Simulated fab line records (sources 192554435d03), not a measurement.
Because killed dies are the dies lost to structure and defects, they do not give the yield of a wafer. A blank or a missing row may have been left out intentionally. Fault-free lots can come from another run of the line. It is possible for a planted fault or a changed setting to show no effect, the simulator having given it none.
Lot-split experiment / flow n5 finfet / 21 wafers read across 7 lots, on a route 1938 steps long

## ABOUT THE SPLIT
At N5_FIN_SAQP_FIN_ETCH_36 (etches the open film in HBr/Cl2/O2, target depth 120 nm, time 50.4 s), the setting icp w was moved away from the recipe's 800 W on 6 of the 21 wafers read, by -16.1% to -8.5%. This setting was run at the recipe's value on the other wafers.

## FROM THE SPLIT TO THE READING: what the file shows between them, 3 steps
- N5_FIN_SAQP_PRECLEAN_38: cleans in O3/DIW, time 45 s
- N5_FIN_SAQP_PRECLEAN_45: cleans in dHF, time 10 s
- N5_FIN_SAQP_SRD_39: time 30 s

## THE READING
trench depth nm, in nm, at N5_FIN_SAQP_OCD_MEAS_76. Typical for fault-free wafers on this fab line: 119.0 nm, with standard deviation 1.5 nm.

wafer=L078.3; tool, chamber at the split=rie si-06, 1; icp w as run, W=800; against the recipe=recipe; trench depth nm, nm=116.7; against lot-mates on the recipe=-
wafer=L078.4; tool, chamber at the split=rie si-06, 0; icp w as run, W=673.5; against the recipe=-15.8%; trench depth nm, nm=108.8; against lot-mates on the recipe=-8.0
wafer=L078.5; tool, chamber at the split=rie si-06, 1; icp w as run, W=800; against the recipe=recipe; trench depth nm, nm=116.8; against lot-mates on the recipe=-
wafer=L081.2; tool, chamber at the split=rie si-06, 3; icp w as run, W=732.3; against the recipe=-8.5%; trench depth nm, nm=113.8; against lot-mates on the recipe=-3.6
wafer=L081.3; tool, chamber at the split=rie si-06, 1; icp w as run, W=800; against the recipe=recipe; trench depth nm, nm=116.5; against lot-mates on the recipe=-
wafer=L081.4; tool, chamber at the split=rie si-06, 2; icp w as run, W=800; against the recipe=recipe; trench depth nm, nm=118.3; against lot-mates on the recipe=-
wafer=L083.2; tool, chamber at the split=rie si-01, 1; icp w as run, W=700.1; against the recipe=-12.5%; trench depth nm, nm=112.0; against lot-mates on the recipe=-7.2
wafer=L083.3; tool, chamber at the split=rie si-01, 3; icp w as run, W=800; against the recipe=recipe; trench depth nm, nm=119.4; against lot-mates on the recipe=-
wafer=L083.5; tool, chamber at the split=rie si-01, 3; icp w as run, W=800; against the recipe=recipe; trench depth nm, nm=119.1; against lot-mates on the recipe=-
wafer=L087.3; tool, chamber at the split=rie si-01, 2; icp w as run, W=724.4; against the recipe=-9.5%; trench depth nm, nm=111.7; against lot-mates on the recipe=-9.1
wafer=L087.4; tool, chamber at the split=rie si-01, 0; icp w as run, W=800; against the recipe=recipe; trench depth nm, nm=122.7; against lot-mates on the recipe=-
wafer=L087.5; tool, chamber at the split=rie si-01, 3; icp w as run, W=800; against the recipe=recipe; trench depth nm, nm=118.9; against lot-mates on the recipe=-
wafer=L092.1; tool, chamber at the split=rie si-05, 2; icp w as run, W=800; against the recipe=recipe; trench depth nm, nm=120.5; against lot-mates on the recipe=-
wafer=L092.3; tool, chamber at the split=rie si-05, 0; icp w as run, W=800; against the recipe=recipe; trench depth nm, nm=117.7; against lot-mates on the recipe=-
wafer=L092.4; tool, chamber at the split=rie si-05, 1; icp w as run, W=800; against the recipe=recipe; trench depth nm, nm=121.6; against lot-mates on the recipe=-
wafer=L096.2; tool, chamber at the split=rie si-06, 1; icp w as run, W=800; against the recipe=recipe; trench depth nm, nm=114.8; against lot-mates on the recipe=-
wafer=L096.5; tool, chamber at the split=rie si-06, 1; icp w as run, W=800; against the recipe=recipe; trench depth nm, nm=116.1; against lot-mates on the recipe=-
wafer=L096.6; tool, chamber at the split=rie si-06, 2; icp w as run, W=800; against the recipe=recipe; trench depth nm, nm=117.2; against lot-mates on the recipe=-
wafer=L097.1; tool, chamber at the split=rie si-06, 0; icp w as run, W=800; against the recipe=recipe; trench depth nm, nm=117.5; against lot-mates on the recipe=-
wafer=L097.2; tool, chamber at the split=rie si-06, 2; icp w as run, W=671; against the recipe=-16.1%; trench depth nm, nm=108.5; against lot-mates on the recipe=-9.0
wafer=L097.6; tool, chamber at the split=rie si-06, 3; icp w as run, W=671; against the recipe=-16.1%; trench depth nm, nm=108.9; against lot-mates on the recipe=-8.6

THE FIT
A straight line over all 21 wafers: trench depth nm changes by +0.585 nm for each +1% of icp w; r = +0.90; the points scatter about the line by 1.9 nm.
The same after taking each lot's own level away (the mean of its wafers on the recipe; 21 wafers): +0.563 nm for each +1%; r = +0.93; scatter 1.4 nm.
That fit puts the effect of the largest move of icp w on the reading at 9.1 nm.
From 116.03 to 120.80 nm: that is the span of the lots' own levels, equal to 3.2 times the standard deviation above.
The two slopes agree, so the slope changes little with the lot-to-lot level.
Check: for one of the wafers moved furthest among these (-16.1%), held out of the fit, the line's prediction against its lot-mates is -9.18 nm. It came out at -9 nm against them.

## FURTHER SPLITS ON THESE WAFERS
Other splits were also applied to these wafers ahead of the reading. Each is held against what the fit with the lots' levels taken away leaves over:
other split on the same wafers=N5_ZERO_LAYER_EXPOSE_08 dose mj; wafers away from the commonest value=4; r with trench depth nm (lot level and that fit taken away)=+0.13
other split on the same wafers=N5_ZERO_LAYER_DEVELOP_10 develop time s; wafers away from the commonest value=6; r with trench depth nm (lot level and that fit taken away)=+0.01
other split on the same wafers=N5_FIN_SAQP_PEB_14 peb time s; wafers away from the commonest value=8; r with trench depth nm (lot level and that fit taken away)=+0.09
other split on the same wafers=N5_FIN_SAQP_DEVELOP_15 develop time s; wafers away from the commonest value=4; r with trench depth nm (lot level and that fit taken away)=+0.04

## THE WHOLE CHAIN: every reading that the file lists as answering this split, in the file's order
step=N5_FIN_SAQP_FIN_ETCH_36; what it does=etches the open film in HBr/Cl2/O2, target depth 120 nm, time 50.4 s; reading=FIN_SAQP.feature depth nm (the simulator's own value, which no gauge read); change (the file's fit)=+0.571 nm for each +1% of the setting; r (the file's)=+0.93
step=N5_FIN_SAQP_FIN_ETCH_36; what it does=etches the open film in HBr/Cl2/O2, target depth 120 nm, time 50.4 s; reading=etch.depth nm (the simulator's own value, which no gauge read); change (the file's fit)=+0.572 nm for each +1% of the setting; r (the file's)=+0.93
step=N5_FIN_SAQP_OCD_MEAS_76; what it does=; reading=trench depth nm; change (the file's fit)=+0.573 nm for each +1% of the setting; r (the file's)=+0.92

## THE FILE'S OWN FIT
trench depth nm changes by +0.573 nm for each +1% of icp w, r = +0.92.
